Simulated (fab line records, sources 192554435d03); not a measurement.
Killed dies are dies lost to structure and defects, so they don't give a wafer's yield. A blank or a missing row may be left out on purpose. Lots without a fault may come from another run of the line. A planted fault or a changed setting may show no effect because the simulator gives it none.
Chamber matching | flow n5_finfet | N5_BEOL_M6_ETCH_61 on rie_diel-02: 4 sister chambers
The step etches SiARC in CF4, target depth 45.5 nm, time 75.8 s. 22 wafers are shown with their chamber, then 11 later ones without.

WAFERS WITH THEIR CHAMBER
wafer  | chamber | drypump_motor_current_A (A) | showerhead_plenum_p_Torr (Torr) | throttle_valve_pct (%)
L079.3 | 2       | 6.4                         | 2.10                            | 15.32
L079.4 | 0       | 5.3                         | 2.26                            | 15.30
L079.6 | 0       | 5.3                         | 2.26                            | 15.29
L078.2 | 1       | 5.5                         | 2.25                            | 15.60
L078.5 | 1       | 5.4                         | 2.25                            | 15.59
L078.6 | 0       | 5.3                         | 2.25                            | 15.32
L082.1 | 1       | 5.5                         | 2.25                            | 15.62
L082.2 | 3       | 5.9                         | 2.20                            | 15.50
L082.6 | 3       | 5.9                         | 2.20                            | 15.50
L081.1 | 2       | 6.4                         | 2.10                            | 15.35
L081.3 | 0       | 5.3                         | 2.25                            | 15.33
L081.6 | 3       | 5.9                         | 2.20                            | 15.52
L085.1 | 3       | 5.9                         | 2.19                            | 15.53
L085.2 | 2       | 6.4                         | 2.09                            | 15.38
L085.6 | 2       | 6.4                         | 2.09                            | 15.37
L087.1 | 0       | 5.3                         | 2.25                            | 15.36
L087.5 | 0       | 5.3                         | 2.25                            | 15.36
L087.6 | 1       | 5.5                         | 2.24                            | 15.64
L090.1 | 3       | 5.9                         | 2.19                            | 15.53
L090.4 | 0       | 5.3                         | 2.25                            | 15.36
L090.5 | 3       | 5.9                         | 2.19                            | 15.55
L092.1 | 2       | 6.4                         | 2.09                            | 15.39

SIGNATURES (means of the wafers above)
reading                  | chamber 0 | chamber 1 | chamber 2 | chamber 3 | scatter within a chamber
drypump_motor_current_A  | 5.300     | 5.475     | 6.400     | 5.900     | 0.0204
showerhead_plenum_p_Torr | 2.2529    | 2.2475    | 2.0940    | 2.1950    | 0.00521
throttle_valve_pct       | 15.3314   | 15.6125   | 15.3620   | 15.5217   | 0.0255
Rule: a wafer's distance from a chamber is the root of the sum, over the readings, of the square of ((its reading less the chamber's mean) divided by the reading's scatter). The wafer belongs to the nearest chamber; if the next one is less than 2 further off, it can't be placed. The scatter: the root of (the sum of the squares of (reading less its chamber's mean) over the shown wafers, divided by (wafers less chambers)).

WAFERS WITHOUT THEIR CHAMBER
wafer  | drypump_motor_current_A (A) | showerhead_plenum_p_Torr (Torr) | throttle_valve_pct (%)
L092.3 | 5.3                         | 2.25                            | 15.38
L092.5 | 5.5                         | 2.24                            | 15.65
L094.1 | 5.5                         | 2.24                            | 15.66
L094.2 | 5.3                         | 2.24                            | 15.38
L094.4 | 6.4                         | 2.09                            | 15.38
L096.1 | 6.4                         | 2.09                            | 15.41
L096.2 | 5.5                         | 2.24                            | 15.69
L096.3 | 5.9                         | 2.19                            | 15.57
L097.2 | 5.5                         | 2.24                            | 15.67
L097.4 | 6.4                         | 2.09                            | 15.41
L097.6 | 5.3                         | 2.24                            | 15.40

WHICH CHAMBER EACH WENT THROUGH
wafer  | from the rows above | in truth
L092.3 | 0                   | 0
L092.5 | 1                   | 1
L094.1 | 1                   | 1
L094.2 | 0                   | 0
L094.4 | 2                   | 2
L096.1 | 2                   | 2
L096.2 | 1                   | 1
L096.3 | 3                   | 3
L097.2 | 1                   | 1
L097.4 | 2                   | 2
L097.6 | 0                   | 0
Placed correctly: 11 of 11. Can't be placed from these rows: 0. Placed wrongly: 0.
